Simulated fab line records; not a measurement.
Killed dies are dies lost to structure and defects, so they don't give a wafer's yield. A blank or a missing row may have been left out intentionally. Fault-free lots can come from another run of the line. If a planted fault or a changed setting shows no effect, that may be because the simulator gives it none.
Matching of chambers	flow nand_harc	NHARC_A_STAIRCASE_DESCUM_168 on rie_diel-06 has 4 sister chambers
The step chemistry O2, time 3 s. 16 wafers are shown with their chamber, then 8 later ones without.

EACH WAFER AND ITS CHAMBER
wafer	chamber	showerhead_plenum_p_Torr (Torr)	drypump_motor_current_A (A)	oes_product_au (a.u.)
L082.1	0	1.78	5.57	1.003
L082.2	2	1.80	5.71	0.999
L082.6	2	1.80	5.70	0.995
L083.3	3	1.98	5.74	1.009
L083.4	0	1.78	5.57	0.993
L083.5	3	1.98	5.75	1.008
L093.1	3	1.97	5.74	0.999
L093.3	2	1.80	5.71	0.996
L093.5	0	1.78	5.60	0.999
L093.2	0	1.78	5.59	0.996
L093.4	1	1.80	6.22	1.009
L093.6	3	1.97	5.74	1.001
L092.3	2	1.80	5.69	0.989
L092.5	0	1.78	5.57	0.999
L092.6	1	1.80	6.24	1.009
L094.1	2	1.80	5.71	0.985

SIGNATURES (averages over the wafers above)
reading	chamber 0	chamber 1	chamber 2	chamber 3	scatter within a chamber
showerhead_plenum_p_Torr	1.7800	1.8000	1.8000	1.9750	0.00289
drypump_motor_current_A	5.5800	6.2300	5.7040	5.7425	0.0108
oes_product_au	0.99800	1.00900	0.99280	1.00425	0.00465
Rule: a wafer's distance from a chamber is the root of the sum, over the readings, of the square of ((its reading less the chamber's mean) divided by the reading's scatter). The wafer belongs to the nearest chamber; if the next one is less than 2 further off, it can't be placed. The scatter: the root of (the sum of the squares of (reading less its chamber's mean) over the shown wafers, divided by (wafers less chambers)).

WAFERS MISSING THEIR CHAMBER
wafer	showerhead_plenum_p_Torr (Torr)	drypump_motor_current_A (A)	oes_product_au (a.u.)
L094.3	1.97	5.74	1.004
L094.6	1.80	6.16	1.006
L095.1	1.77	5.59	1.003
L095.3	1.79	6.19	1.012
L095.5	1.97	5.76	1.005
L096.2	1.77	5.60	1.011
L096.4	1.79	6.17	1.005
L096.5	1.77	5.61	1.004

THE CHAMBER EACH PASSED THROUGH
wafer	from the rows above	in truth
L094.3	3	3
L094.6	1	1
L095.1	0	0
L095.3	1	1
L095.5	3	3
L096.2	0	0
L096.4	1	1
L096.5	0	0
Correctly placed: 8 of 8. Can't be placed from these rows: 0. 0 placed wrongly.
